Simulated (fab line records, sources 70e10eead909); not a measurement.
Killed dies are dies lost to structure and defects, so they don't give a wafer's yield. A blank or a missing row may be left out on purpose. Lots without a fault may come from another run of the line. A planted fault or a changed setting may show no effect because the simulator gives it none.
Chamber matching | flow nand_harc | NHARC_P_CONTACT_DESCUM_17 on rie_diel-05: 4 sister chambers
The step chemistry O2, time 3 s. 4 wafers are shown with their chamber, then 7 later ones without.

WAFERS WITH THEIR CHAMBER
wafer  | chamber | drypump_motor_current_A (A)
L526.1 | 2       | 6.0
L526.4 | 3       | 5.3
L529.2 | 1       | 6.0
L529.3 | 0       | 6.9

WAFERS WITHOUT THEIR CHAMBER
wafer  | drypump_motor_current_A (A)
L529.4 | 5.3
L536.2 | 5.3
L536.3 | 6.1
L536.6 | 6.0
L541.1 | 5.3
L541.4 | 5.3
L541.6 | 6.0

WHICH CHAMBER EACH WENT THROUGH
wafer  | from the rows above     | in truth
L529.4 | 3                       | 3
L536.2 | 3                       | 3
L536.3 | can't be placed: 1 or 2 | 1
L536.6 | can't be placed: 1 or 2 | 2
L541.1 | 3                       | 3
L541.4 | 3                       | 3
L541.6 | can't be placed: 1 or 2 | 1
Placed correctly: 4 of 7. Can't be placed from these rows: 3 (the true chamber is among the candidates in 3). Placed wrongly: 0.
How it was worked out, from the rows above alone: a wafer's distance from a chamber is the root of the sum, over the readings, of the square of ((its reading less the chamber's mean) divided by the reading's scatter). The wafer belongs to the nearest chamber; if the next one is less than 2 further off, it can't be placed. A chamber's mean is the mean of its shown wafers. The scatter: with one shown wafer a chamber, the root of the mean of the squares of how far each hidden wafer lies from its nearest shown one.
